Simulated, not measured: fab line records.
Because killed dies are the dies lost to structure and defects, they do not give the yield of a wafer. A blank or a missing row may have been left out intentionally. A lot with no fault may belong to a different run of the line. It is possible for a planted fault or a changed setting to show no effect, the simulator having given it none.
Chamber matching ; flow n5_finfet ; pecvd-02 running N5_BEOL_M10_DEP_56: 3 sister chambers
The step deposits SiCN from 3MS/NH3, target thk 15 nm, time 26.5 s. 14 wafers are shown with their chamber, then 7 later ones without.

WAFERS WITH THEIR CHAMBER
wafer;chamber;throttle_valve_pct (%);showerhead_plenum_p_Torr (Torr)
L075.2;0;8.7;3.685
L075.5;1;9.8;3.675
L075.6;2;9.7;3.647
L078.3;0;8.6;3.680
L078.4;0;8.6;3.683
L078.5;2;9.4;3.652
L082.2;2;9.5;3.656
L082.4;0;8.7;3.670
L082.5;1;9.5;3.675
L083.1;2;9.7;3.654
L083.4;2;9.8;3.658
L083.5;0;8.7;3.669
L088.1;1;9.7;3.682
L088.2;2;9.6;3.641

SIGNATURES (means of the wafers above)
reading;chamber 0;chamber 1;chamber 2;scatter within a chamber
throttle_valve_pct;8.660;9.667;9.617;0.123
showerhead_plenum_p_Torr;3.67740;3.67733;3.65133;0.00642
Rule: a wafer's distance from a chamber is the root of the sum, over the readings, of the square of ((its reading less the chamber's mean) divided by the reading's scatter). The wafer belongs to the nearest chamber; if the next one is less than 2 further off, it can't be placed. The scatter: the root of (the sum of the squares of (reading less its chamber's mean) over the shown wafers, divided by (wafers less chambers)).

WAFERS WHOSE CHAMBER IS MISSING
wafer;throttle_valve_pct (%);showerhead_plenum_p_Torr (Torr)
L088.5;9.7;3.669
L096.2;10.0;3.671
L096.4;9.6;3.662
L096.5;8.6;3.684
L091.3;9.7;3.654
L091.4;9.8;3.655
L091.5;9.6;3.680

EACH ONE'S CHAMBER
wafer;from the rows above;in truth
L088.5;can't be placed: 1 or 2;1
L096.2;can't be placed: 1 or 2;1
L096.4;can't be placed: 2 or 1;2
L096.5;0;0
L091.3;2;2
L091.4;2;2
L091.5;1;1
Placed correctly: 4 of 7. Can't be placed from these rows: 3 (the true chamber is among the candidates in 3). Placed wrongly: 0.
